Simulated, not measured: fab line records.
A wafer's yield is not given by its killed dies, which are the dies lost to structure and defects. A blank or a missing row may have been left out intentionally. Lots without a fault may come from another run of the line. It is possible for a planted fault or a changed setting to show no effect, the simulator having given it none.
fab line records	flow n5Finfet
record: lots: 7	wafers: 39
route steps=1938 shown HKMG_FIN@429 MOL_CONTACT_COAG@584 BEOL_M1@789 BEOL_M2@928 BEOL_M6@1198 BEOL_M9@1405
startH: hours from the record's first day to the start of the lot's first wafer shown	waitH: hours elapsed since this lot's preceding step	" repeats the value in the row above	L1.1+2: a row that stands for several wafers	- no value, or no start was given	* or withheld: withheld	< > ~ a bound
route shown NAME@n: a module of which the file shows steps, and the number in the route of the first	usual: average and standard deviation across the fault-free wafers	same: alike in all rows	chamber/n: place in a boat	sites: readings site by site	_std_site: their standard deviation	_edge_site: the outer-site mean with the inner-site mean subtracted	radiusMm: how far each site lies from the wafer's centre	mask NAME#n: copy n	behind: tool/chamber where the wafer was last shaped	hold: the reason the lot was held/the length of the hold in hours/how it ended	device: the transistor (n, p or np) that didn't switch	end of line: the same wafers' tests at the end of the route	a step without rows: its recipe alone	killed: not the wafer's yield, but the dies lost to structure and defects at the first sort	map: dies across one wafer; x = killed, . = not, _ = none there
set.NAME: setting as actually run; set.NAME@STEP: the setting as run at that earlier step	model.NAME: the simulator's own value behind a step, which no gauge read
lots whose settings were changed on purpose; a table a step, a row a wafer
== steps ==
step: N5_HKMG_FIN_DEVELOP_11
recipe: developTimeS: 30	developer: TMAH	resist: CAR-ArF	devTempC: 23	rinseLiquid: diw	dry: airSpin
lot.wafer	tool	chamber	startH	waitH	set.developTimeS
L082.1+4+5	lithoTrack-04	0	-	-	12.14
L082.2+3+6	"	0	"	"	30
L083.1+2+4	lithoTrack-04	0	-	-	47.44
L083.3+5+6	"	0	"	"	30
L087.1+3+6	lithoTrack-02	0	-	-	30
L087.2+4+5	"	0	"	"	24.54
L088.1+5+6	lithoTrack-02	0	-	-	21.12
L088.2+3+4	"	0	"	"	30
L091.1+2+4	lithoTrack-05	0	-	-	19.59
L091.3+5+6	"	0	"	"	30
L092.1+5+6	lithoTrack-04	0	-	-	30
L095.1+4+6	lithoTrack-05	0	-	-	30
L095.2+3+5	"	0	"	"	44.19
step: N5_HKMG_FIN_CD_MEAS_12
recipe: targetCdNm: 92.8	landingEnergyEv: 500	detector: seInlens
usual: cdNm: 93.3/0.61
lot.wafer	tool	chamber	startH	waitH	set.developTimeS@HKMG_FIN_DEVELOP_11	cdNm
L082.1	cdSem-03	0	127.48	-	12.14	89.3
L082.2	"	0	"	"	30	94.2
L082.3	"	0	"	"	30	93.9
L082.4	"	0	"	"	12.14	89.6
L082.5	"	0	"	"	12.14	89.3
L082.6	"	0	"	"	30	94.4
L083.1	cdSem-03	0	134.08	-	47.44	95.7
L083.2	"	0	"	"	47.44	95.8
L083.3	"	0	"	"	30	94.1
L083.4	"	0	"	"	47.44	95.2
L083.5	"	0	"	"	30	94.1
L083.6	"	0	"	"	30	93.7
L087.1	cdSem-02	0	156.67	-	30	93.5
L087.2	"	0	"	"	24.54	92.2
L087.3	"	0	"	"	30	92.8
L087.4	"	0	"	"	24.54	92.7
L087.5	"	0	"	"	24.54	92.1
L087.6	"	0	"	"	30	93.4
L088.1	cdSem-03	0	162.97	-	21.12	91.7
L088.2	"	0	"	"	30	92.7
L088.3	"	0	"	"	30	92.8
L088.4	"	0	"	"	30	93.1
L088.5	"	0	"	"	21.12	90.9
L088.6	"	0	"	"	21.12	90.9
L091.1	cdSem-03	0	180.50	-	19.59	91.1
L091.2	"	0	"	"	19.59	92.1
L091.3	"	0	"	"	30	94.0
L091.4	"	0	"	"	19.59	91.9
L091.5	"	0	"	"	30	93.1
L091.6	"	0	"	"	30	92.9
L092.1	cdSem-03	0	183.10	-	30	93.5
L092.5	"	0	"	"	30	93.1
L092.6	"	0	"	"	30	92.7
L095.1	cdSem-03	0	200.84	-	30	93.0
L095.2	"	0	"	"	44.19	95.5
L095.3	"	0	"	"	44.19	95.8
L095.4	"	0	"	"	30	93.4
L095.5	"	0	"	"	44.19	95.6
L095.6	"	0	"	"	30	94.1
step: N5_MOL_CONTACT_COAG_ETCHBACK_135
recipe: chemistry: CHF3	target: SiO2	targetDepthA: 250	timeS: 16.7	ionEnergyEv: 200	pressureMtorr: 30	sourceW: 610	biasW: 170	Ar_flow_sccm: 200	CHF3_flow_sccm: 50
lot.wafer	tool	chamber	startH	waitH	set.targetDepthA	model.SOC_of_MOL_CONTACT_COAG_COAT_75.thkNm
L082.1+2	rieDiel-06	3,2	150.71	0.0	250	57.4
L082.3+4+5+6	"	1,0,3,0	"	"	250	57.6
L083.1+6	rieDiel-03	1	157.95	0.0	250	57.4
L083.2+3	"	3,0	"	"	205.3	57.8
L083.4	"	2	"	"	205.3	57.6
L083.5	"	2	"	"	250	57.2
L087.1+5	rieDiel-06	0	185.26	0.0	250	57.4
L087.2+4	"	1,3	"	"	366.1	56
L087.3	"	3	"	"	366.1	56.2
L087.6	"	1	"	"	250	57.6
L088.1	rieDiel-03	3	187.26	0.0	250	57.6
L088.2	"	2	"	"	250	57.4
L088.3+5+6	"	0,0,3	"	"	357.9	56.2
L088.4	"	2	"	"	250	57.2
L091.1+3+6	rieDiel-01	2,0,0	208.85	0.0	250	57.6
L091.2+4+5	"	3,1,3	"	"	250	57.4
L092.1+5	rieDiel-06	2,1	211.95	0.0	250	57.2
L092.6	"	2	"	"	250	56.8
L095.1	rieDiel-01	1	225.03	0.0	250	57.4
L095.2+3	"	0,3	"	"	250	57.6
L095.4+5+6	"	2,0,1	"	"	314	56.8
step: N5_BEOL_M1_DESCUM_33
recipe: chemistry: O2	timeS: 7	sourcePowerW: 50	biasPowerW: 20	pressureMtorr: 20	rfFrequencyHz: 2.712e+07	tempC: 40	resist: CAR-EUV	o2FlowSccm: 225
lot.wafer	tool	chamber	startH	waitH	set.timeS	model.CAR-EUV_of_BEOL_M1_COAT_22.thkNm
L083.1+2+5	rieDiel-04	2,0,2	180.31	0.0	7	26
L083.3+4+6	"	1,3,1	"	"	5.471	26.8
L082.1	rieDiel-05	3	180.95	0.1	7	26.2
L082.2+6	"	2	"	"	7	26
L082.3	"	0	"	"	4.287	27.4
L082.4+5	"	1	"	"	4.287	27.6
L087.1+4	rieDiel-04	1,3	214.79	0.4	7	26
L087.2+3+5	"	2,0,0	"	"	10.46	24.4
L087.6	"	1	"	"	7	26.2
L088.1+5	rieDiel-02	0,2	215.02	0.4	7	25.8
L088.2+3+4+6	"	1,3,2,3	"	"	7	26
L092.1+6	rieDiel-05	2,0	235.82	0.0	7	26
L092.5	"	1	"	"	7	26.4
L091.1+3+5	rieDiel-04	3,1,1	235.95	0.1	7	26.2
L091.2+4+6	"	0,2,2	"	"	7	26
L095.1+3+6	rieDiel-02	1,3,2	244.39	0.0	4.252	27.4
L095.2+4+5	"	0,2,1	"	"	7	26
step: N5_BEOL_M1_ETCH_77
recipe: chemistry: N2/H2	target: underlayer	targetDepthA: 65	maskMaterial: CAR-EUV	timeS: 5.2	ionEnergyEv: 200	pressureMtorr: 30	sourceW: 840	biasW: 150	n2FlowSccm: 200	h2FlowSccm: 200	ends: cleared
step: N5_BEOL_M1_ETCH_69
recipe: chemistry: CF4	target: SiARC	targetDepthA: 156	maskMaterial: CAR-EUV	timeS: 26	ionEnergyEv: 80	pressureMtorr: 40	sourceW: 545	biasW: 36	Ar_flow_sccm: 100	cf4FlowSccm: 100	ends: cleared
lot.wafer	tool	chamber	startH	waitH	set.timeS@BEOL_M1_DESCUM_33	model.CAR-EUV_of_BEOL_M1_COAT_22.thkNm
L083.1+5	rieDiel-04	2	180.36	0.0	7	11.2
L083.2	"	0	"	"	7	11
L083.3+4+6	"	1,3,1	"	"	5.471	11.8
L082.1	rieDiel-05	3	181.00	0.0	7	11.2
L082.2+6	"	2	"	"	7	11
L082.3+4+5	"	0,1,1	"	"	4.287	12.6
L087.1+6	rieDiel-04	1	214.84	0.0	7	11.2
L087.2+3+5	"	2,0,0	"	"	10.46	9.4
L087.4	"	3	"	"	7	11
L088.1+2+3+4+5	rieDiel-02	0,1,3,2,2	215.08	0.0	7	11
L088.6	"	3	"	"	7	11.2
L092.1+6	rieDiel-05	2,0	235.87	0.0	7	11.2
L092.5	"	1	"	"	7	11.4
L091.1+3+4+5+6	rieDiel-04	3,1,2,1,2	236.00	0.0	7	11.2
L091.2	"	0	"	"	7	11
L095.1+3+6	rieDiel-02	1,3,2	244.44	0.0	4.252	12.4
L095.2+5	"	0,1	"	"	7	11
L095.4	"	2	"	"	7	11.2
step: N5_BEOL_M2_DEP_57
recipe: material: SiCN	targetThkA: 80	tempC: withheld	precursor: 3MS/NH3	pressureTorr: 3	rfW: 202	timeS: 14
lot.wafer	tool	chamber	startH	waitH	set.timeS	model.SiCN_of_BEOL_M2_DEP_57.thkNm
L083.1+3	pecvd-03	2,0	199.31	0.0	21.88	12.4
L083.2	"	1	"	"	21.88	12.6
L083.4+6	"	1,2	"	"	14	8.2
L083.5	"	0	"	"	14	8
L082.1+5+6	pecvd-01	1,2,0	214.58	0.0	14	8.2
L082.2	"	2	"	"	14	8
L082.3+4	"	0,1	"	"	14	8.4
L088.1+2+5	pecvd-04	2,1,0	228.74	0.0	7.027	4
L088.3+6	"	0,2	"	"	14	8
L088.4	"	1	"	"	14	8.2
L087.1+3+5	pecvd-01	1,2,1	246.78	0.0	9.018	5.4
L087.2+4+6	"	0,0,2	"	"	14	8.2
L092.1+5	pecvd-03	2	260.28	0.0	14	8.2
L092.6	"	0	"	"	14	8
L091.1+3+5+6	pecvd-04	0,1,0,2	266.39	0.0	14	8.2
L091.2	"	2	"	"	14	8
L091.4	"	1	"	"	14	8.4
L095.1+3	pecvd-04	2,1	272.85	0.0	14	8
L095.2+4	"	0,2	"	"	17.12	9.8
L095.5	"	0	"	"	14	8.2
L095.6	"	1	"	"	17.12	10
step: N5_BEOL_M6_HM_DEP_02
recipe: material: TiN	targetThkA: 200	tempC: 25	chamberPressurePa: 0.49996
lot.wafer	tool	chamber	startH	waitH	set.targetThkA	model.TiN_of_BEOL_M6_HM_DEP_02.thkNm
L083.1+4+6	pvdSputter-01	-	239.13	0.6	116.5	11.8
L083.2+3	"	-	"	"	200	20.2
L083.5	"	-	"	"	200	20.4
L082.1+5	pvdSputter-02	-	269.48	0.0	200	20
L082.2	"	-	"	"	295.4	29.4
L082.3+4	"	-	"	"	295.4	29.6
L082.6	"	-	"	"	200	19.8
L088.1+3	pvdSputter-03	-	273.38	0.6	169.4	16.8
L088.2	"	-	"	"	200	19.4
L088.4+6	"	-	"	"	200	19.8
L088.5	"	-	"	"	169.4	17
L087.1+2+3	pvdSputter-01	-	292.86	1.5	200	20.2
L087.4+6	"	-	"	"	200	20
L087.5	"	-	"	"	200	20.4
L092.1	pvdSputter-03	-	304.15	0.9	200	19.6
L092.5	"	-	"	"	200	20
L092.6	"	-	"	"	200	19.8
L091.1	pvdSputter-01	-	306.74	0.8	200	20.2
L091.2	"	-	"	"	200	19.6
L091.3+4+5+6	"	-	"	"	200	20
L095.1+3+4	pvdSputter-01	-	327.73	1.0	271.7	27
L095.2+5	"	-	"	"	200	20
L095.6	"	-	"	"	200	20.2
step: N5_BEOL_M6_COAT_59
recipe: resist: SOC	tempC: 250	timeS: 60	spinRpm: 1500	resistThkNm: 100
step: N5_BEOL_M6_COAT_60
recipe: resist: SiARC	tempC: 220	timeS: 60	spinRpm: 1500	resistThkNm: 35
step: N5_BEOL_M6_STRIP_68
recipe: chemistry: N2/H2	tempC: 40	n2FlowSccm: 200	h2FlowSccm: 200	rfFrequencyHz: 6e+07
step: N5_BEOL_M6_STRIP_67
recipe: chemistry: CF4	resist: SiARC	powerW: 300	biasPowerW: 75	pressureMtorr: 50	cf4FlowSccm: 150	rfFrequencyHz: 6e+07
step: N5_BEOL_M6_HM_OPEN_17
recipe: chemistry: Cl2/BCl3	targetDepthA: 200	overetchA: 60	target: TiN	maskMaterial: SOC	ionEnergyEv: 150	pressureMtorr: 10	icpW: 1000	biasW: 126	Cl2_flow_sccm: 53.25	bcl3FlowSccm: 21.75	Ar_flow_sccm: 25
lot.wafer	tool	chamber	startH	waitH	set.targetThkA@BEOL_M6_HM_DEP_02	model.etch.depthNm
L083.1	rieMetal-02	0	239.87	0.0	116.5	11.84
L083.2	"	1	"	"	200	20.11
L083.3	"	0	"	"	200	20.12
L083.4	"	1	"	"	116.5	11.77
L083.5	"	1	"	"	200	20.33
L083.6	"	0	"	"	116.5	11.79
L082.1	rieMetal-01	1	270.22	0.0	200	19.93
L082.2	"	0	"	"	295.4	26.57
L082.3	"	1	"	"	295.4	26.23
L082.4	"	0	"	"	295.4	26.43
L082.5	"	0	"	"	200	19.92
L082.6	"	1	"	"	200	19.88
L088.1	rieMetal-02	0	274.61	0.0	169.4	16.81
L088.2	"	1	"	"	200	19.5
L088.3	"	0	"	"	169.4	16.72
L088.4	"	1	"	"	200	19.76
L088.5	"	0	"	"	169.4	16.9
L088.6	"	1	"	"	200	19.83
L087.1	rieMetal-01	0	294.05	0.0	200	20.21
L087.2	"	1	"	"	200	20.15
L087.3	"	0	"	"	200	20.12
L087.4	"	1	"	"	200	20.04
L087.5	"	0	"	"	200	20.34
L087.6	"	1	"	"	200	20.09
L092.1	rieMetal-01	0	304.89	0.0	200	19.7
L092.5	"	0	"	"	200	20
L092.6	"	1	"	"	200	19.81
L091.1	rieMetal-03	0	307.60	0.0	200	20.18
L091.2	"	1	"	"	200	19.68
L091.3	"	0	"	"	200	20.09
L091.4	"	1	"	"	200	20.05
L091.5	"	0	"	"	200	20.08
L091.6	"	1	"	"	200	19.93
L095.1	rieMetal-01	0	328.59	0.0	271.7	26.82
L095.2	"	1	"	"	200	19.99
L095.3	"	1	"	"	271.7	26.78
L095.4	"	0	"	"	271.7	26.57
L095.5	"	1	"	"	200	20.03
L095.6	"	0	"	"	200	20.12
step: N5_BEOL_M6_VIA_ETCH_34
recipe: chemistry: C4F6/O2	target: SiCOH_lowk	targetDepthA: 1263	maskMaterial: SOC	taperDeg: 4	timeS: 50.9	ionEnergyEv: 250	pressureMtorr: 30	sourceW: 345	biasW: 185	Ar_flow_sccm: 300	C4F6_flow_sccm: 10	O2_flow_sccm: 10
lot.wafer	tool	chamber	startH	waitH	set.timeS	model.etch.depthNm	model.SOC_of_BEOL_M6_COAT_63.thkNm
L083.1	rieDiel-01	3	242.19	0.0	73.44	182.3	51
L083.2	"	0	"	"	50.9	123.5	54.2
L083.3	"	1	"	"	50.9	124.7	53.8
L083.4	"	2	"	"	73.44	176.5	51.4
L083.5	"	2	"	"	73.44	176.3	51.4
L083.6	"	3	"	"	50.9	125.2	54
L082.1	rieDiel-01	3	271.22	0.0	50.9	126.6	54
L082.2	"	2	"	"	50.9	123.1	54
L082.3	"	1	"	"	60.08	148.8	52.8
L082.4	"	0	"	"	50.9	123.6	54.2
L082.5	"	0	"	"	60.08	144.6	53.2
L082.6	"	3	"	"	60.08	148.7	53
L088.1	rieDiel-03	2	275.83	0.0	50.9	125.7	54
L088.2	"	3	"	"	50.9	122.5	54
L088.3	"	0	"	"	50.9	123.9	53.8
L088.4	"	1	"	"	50.9	130.1	53.6
L088.5	"	0	"	"	50.9	123.7	53.8
L088.6	"	1	"	"	50.9	129.5	53.8
L087.1	rieDiel-01	2	294.98	0.0	50.9	121.6	54
L087.2	"	1	"	"	42.87	107.2	54.8
L087.3	"	3	"	"	42.87	107.1	54.8
L087.4	"	0	"	"	50.9	123	54.2
L087.5	"	1	"	"	50.9	125.9	53.6
L087.6	"	0	"	"	42.87	102.6	55.2
L092.1+5	rieDiel-06	2,3	305.76	0.0	50.9	125.3	54
L092.6	"	2	"	"	50.9	127.1	53.8
L091.1	rieDiel-01	3	310.20	0.0	69.96	176.2	51.6
L091.2	"	0	"	"	50.9	122.6	54.4
L091.3	"	1	"	"	69.96	176.5	51.4
L091.4	"	3	"	"	50.9	128.5	54
L091.5	"	0	"	"	50.9	122.9	54.2
L091.6	"	1	"	"	69.96	177.5	51.2
L095.1	rieDiel-06	3	331.35	0.0	72.5	181	51
L095.2	"	0	"	"	72.5	176.3	51
L095.3	"	1	"	"	50.9	125.9	53.6
L095.4	"	2	"	"	50.9	127.3	53.4
L095.5	"	0	"	"	72.5	176.9	51
L095.6	"	3	"	"	50.9	126.5	53.8
step: N5_BEOL_M9_HM_DEP_02
recipe: material: TiN	targetThkA: 200	tempC: 25	chamberPressurePa: 0.49996
lot.wafer	tool	chamber	startH	waitH	set.targetThkA	model.TiN_of_BEOL_M9_HM_DEP_02.thkNm
L083.1	pvdSputter-02	-	265.65	2.2	261.1	26.4
L083.2	"	-	"	"	261.1	26.6
L083.3+5	"	-	"	"	200	20
L083.4	"	-	"	"	200	19.8
L083.6	"	-	"	"	261.1	26.2
L082.1	pvdSputter-01	-	293.58	0.7	115.5	11.4
L082.2	"	-	"	"	200	20
L082.3+5	"	-	"	"	115.5	11.2
L082.4+6	"	-	"	"	200	19.8
L088.1	pvdSputter-03	-	297.78	1.8	80.34	7.8
L088.2+6	"	-	"	"	200	20
L088.3+4	"	-	"	"	80.34	8
L088.5	"	-	"	"	200	19.8
L087.1+6	pvdSputter-03	-	317.15	0.3	89	8.8
L087.2	"	-	"	"	200	19.6
L087.3+4	"	-	"	"	200	19.8
L087.5	"	-	"	"	89	8.4
L092.1+5	pvdSputter-01	-	328.72	0.1	200	20
L092.6	"	-	"	"	200	20.2
L091.1+5	pvdSputter-02	-	334.19	1.5	200	19.8
L091.2+6	"	-	"	"	306.1	30.2
L091.3	"	-	"	"	306.1	30.4
L091.4	"	-	"	"	200	20
L095.1	pvdSputter-01	-	354.06	1.7	319.7	31.6
L095.2+6	"	-	"	"	319.7	31.8
L095.3	"	-	"	"	200	19.6
L095.4+5	"	-	"	"	200	19.8
step: N5_BEOL_M9_COAT_59
recipe: resist: SOC	tempC: 250	timeS: 60	spinRpm: 1500	resistThkNm: 100
step: N5_BEOL_M9_COAT_60
recipe: resist: SiARC	tempC: 220	timeS: 60	spinRpm: 1500	resistThkNm: 30
step: N5_BEOL_M9_STRIP_68
recipe: chemistry: N2/H2	tempC: 40	n2FlowSccm: 200	h2FlowSccm: 200	rfFrequencyHz: 6e+07
step: N5_BEOL_M9_STRIP_67
recipe: chemistry: CF4	resist: SiARC	powerW: 300	biasPowerW: 75	pressureMtorr: 50	cf4FlowSccm: 150	rfFrequencyHz: 6e+07
step: N5_BEOL_M9_HM_OPEN_17
recipe: chemistry: Cl2/BCl3	targetDepthA: 200	overetchA: 60	target: TiN	maskMaterial: SOC	ionEnergyEv: 150	pressureMtorr: 10	icpW: 1000	biasW: 126	Cl2_flow_sccm: 53.25	bcl3FlowSccm: 21.75	Ar_flow_sccm: 25
usual: oesProductAu: 0.71/0.087
lot.wafer	tool	chamber	startH	waitH	set.targetThkA@BEOL_M9_HM_DEP_02	oesProductAu	model.etch.depthNm
L083.1	rieMetal-01	0	266.38	0.0	261.1	0.84	26.07
L083.2	"	1	"	"	261.1	0.66	25.9
L083.3	"	1	"	"	200	0.57	19.96
L083.4	"	0	"	"	200	0.72	19.89
L083.5	"	1	"	"	200	0.58	20.03
L083.6	"	0	"	"	261.1	0.85	26.12
L082.1	rieMetal-03	1	294.82	0.0	115.5	0.53	11.37
L082.2	"	0	"	"	200	0.75	19.92
L082.3	"	1	"	"	115.5	0.53	11.26
L082.4	"	0	"	"	200	0.75	19.77
L082.5	"	1	"	"	115.5	0.53	11.28
L082.6	"	0	"	"	200	0.75	19.8
L088.1	rieMetal-03	0	299.14	0.0	80.34	0.50	7.894
L088.2	"	1	"	"	200	0.70	20.07
L088.3	"	0	"	"	80.34	0.50	7.952
L088.4	"	1	"	"	80.34	0.47	7.988
L088.5	"	1	"	"	200	0.70	19.87
L088.6	"	0	"	"	200	0.75	20.02
L087.1	rieMetal-02	0	318.40	0.0	89	0.52	8.837
L087.2	"	1	"	"	200	0.79	19.6
L087.3	"	1	"	"	200	0.80	19.84
L087.4	"	0	"	"	200	0.75	19.71
L087.5	"	1	"	"	89	0.55	8.476
L087.6	"	0	"	"	89	0.53	8.722
L092.1	rieMetal-02	0	329.45	0.0	200	0.76	20.05
L092.5	"	1	"	"	200	0.79	19.96
L092.6	"	0	"	"	200	0.76	20.22
L091.1	rieMetal-02	0	335.04	0.0	200	0.76	19.86
L091.2	"	1	"	"	306.1	0.94	26.93
L091.3	"	1	"	"	306.1	0.94	27.03
L091.4	"	0	"	"	200	0.76	19.95
L091.5	"	1	"	"	200	0.78	19.85
L091.6	"	0	"	"	306.1	0.90	26.58
L095.1	rieMetal-02	0	355.40	0.0	319.7	0.89	26.3
L095.2	"	1	"	"	319.7	0.91	26.58
L095.3	"	0	"	"	200	0.74	19.64
L095.4	"	1	"	"	200	0.76	19.78
L095.5	"	1	"	"	200	0.78	19.89
L095.6	"	0	"	"	319.7	0.89	26.41
step: N5_BEOL_M9_STRIP_19
recipe: chemistry: O2	powerW: 400	tempC: 40	pressureMtorr: 30	rfFrequencyHz: 6e+07	biasPowerW: 0	overashFraction: 0.2	o2FlowSccm: 225
step: N5_BEOL_M9_ETCH_41
recipe: chemistry: CH3F/O2	target: SiCN	targetDepthA: 366	taperDeg: 2	timeS: 70.1	ionEnergyEv: 120	maskMaterial: TiN	pressureMtorr: 30	sourceW: 395	biasW: 75	Ar_flow_sccm: 150	CH3F_flow_sccm: 30	O2_flow_sccm: 20
step: N5_BEOL_M9_STRIP_80
recipe: chemistry: N2/H2	timeS: 10	powerW: 450	tempC: 40	pressureMtorr: 20	rfFrequencyHz: 6e+07	biasPowerW: 7	n2FlowSccm: 200	h2FlowSccm: 200
step: N5_BEOL_M9_OCD_MEAS_38
usual: trenchDepthNm: 152.0/2.7
lot.wafer	tool	chamber	startH	waitH	set.targetThkA@BEOL_M9_HM_DEP_02	trenchDepthNm
L083.1	ocd-02	-	268.07	-	261.1	149.0
L083.2	"	-	"	"	261.1	144.2
L083.3	"	-	"	"	200	153.7
L083.4	"	-	"	"	200	151.6
L083.5	"	-	"	"	200	147.8
L083.6	"	-	"	"	261.1	151.6
L082.1	ocd-02	-	297.19	-	115.5	154.9
L082.2	"	-	"	"	200	152.0
L082.3	"	-	"	"	115.5	151.9
L082.4	"	-	"	"	200	156.1
L082.5	"	-	"	"	115.5	154.2
L082.6	"	-	"	"	200	152.5
L088.1	ocd-01	-	300.41	-	80.34	152.1
L088.2	"	-	"	"	200	155.3
L088.3	"	-	"	"	80.34	150.6
L088.4	"	-	"	"	80.34	154.1
L088.5	"	-	"	"	200	149.7
L088.6	"	-	"	"	200	153.6
L087.1	ocd-02	-	319.61	-	89	151.3
L087.2	"	-	"	"	200	150.8
L087.3	"	-	"	"	200	152.1
L087.4	"	-	"	"	200	146.0
L087.5	"	-	"	"	89	151.4
L087.6	"	-	"	"	89	152.3
L092.1	ocd-01	-	331.01	-	200	152.3
L092.5	"	-	"	"	200	150.5
L092.6	"	-	"	"	200	153.6
L091.1	ocd-01	-	336.39	-	200	152.8
L091.2	"	-	"	"	306.1	32.3
L091.3	"	-	"	"	306.1	28.6
L091.4	"	-	"	"	200	152.8
L091.5	"	-	"	"	200	147.0
L091.6	"	-	"	"	306.1	22.2
L095.1	ocd-02	-	357.78	-	319.7	0
L095.2	"	-	"	"	319.7	0.7
L095.3	"	-	"	"	200	153.4
L095.4	"	-	"	"	200	152.6
L095.5	"	-	"	"	200	153.8
L095.6	"	-	"	"	319.7	0.3
== key ==
split: step: N5_HKMG_FIN_DEVELOP_11	setting: developTimeS	stated: 30	by: wafer
response: step: N5_HKMG_FIN_CD_MEAS_12	reading: cdNm	change: +0.0517	per: 1%	r: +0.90
split: step: N5_MOL_CONTACT_COAG_ETCHBACK_135	setting: targetDepthA	stated: 250	by: wafer
response: step: N5_MOL_CONTACT_COAG_ETCHBACK_135	reading: model.SOC_of_MOL_CONTACT_COAG_COAT_75.thkNm	change: -0.0286	per: 1%	r: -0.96
split: step: N5_BEOL_M1_DESCUM_33	setting: timeS	stated: 7	by: wafer
response: step: N5_BEOL_M1_DESCUM_33	reading: model.CAR-EUV_of_BEOL_M1_COAT_22.thkNm	change: -0.0355	per: 1%	r: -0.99
response: step: N5_BEOL_M1_ETCH_69	reading: model.CAR-EUV_of_BEOL_M1_COAT_22.thkNm	change: -0.0356	per: 1%	r: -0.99
split: step: N5_BEOL_M2_DEP_57	setting: timeS	stated: 14	by: wafer
response: step: N5_BEOL_M2_DEP_57	reading: model.SiCN_of_BEOL_M2_DEP_57.thkNm	change: +0.0791	per: 1%	r: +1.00
split: step: N5_BEOL_M6_HM_DEP_02	setting: targetThkA	stated: 200	by: wafer
response: step: N5_BEOL_M6_HM_DEP_02	reading: model.TiN_of_BEOL_M6_HM_DEP_02.thkNm	change: +0.199	per: 1%	r: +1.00
response: step: N5_BEOL_M6_HM_OPEN_17	reading: model.etch.depthNm	change: +0.17	per: 1%	r: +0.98
split: step: N5_BEOL_M6_VIA_ETCH_34	setting: timeS	stated: 50.9	by: wafer
response: step: N5_BEOL_M6_VIA_ETCH_34	reading: model.etch.depthNm	change: +1.26	per: 1%	r: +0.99
response: step: N5_BEOL_M6_VIA_ETCH_34	reading: model.SOC_of_BEOL_M6_COAT_63.thkNm	change: -0.0647	per: 1%	r: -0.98
split: step: N5_BEOL_M9_HM_DEP_02	setting: targetThkA	stated: 200	by: wafer
response: step: N5_BEOL_M9_HM_DEP_02	reading: model.TiN_of_BEOL_M9_HM_DEP_02.thkNm	change: +0.201	per: 1%	r: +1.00
response: step: N5_BEOL_M9_HM_OPEN_17	reading: oesProductAu	change: +0.0037	per: 1%	r: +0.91
response: step: N5_BEOL_M9_HM_OPEN_17	reading: model.etch.depthNm	change: +0.168	per: 1%	r: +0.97
response: step: N5_BEOL_M9_OCD_MEAS_38	reading: trenchDepthNm	shape: bent	atLowest: 152.3	atStated: 151.9	atHighest: 0.3
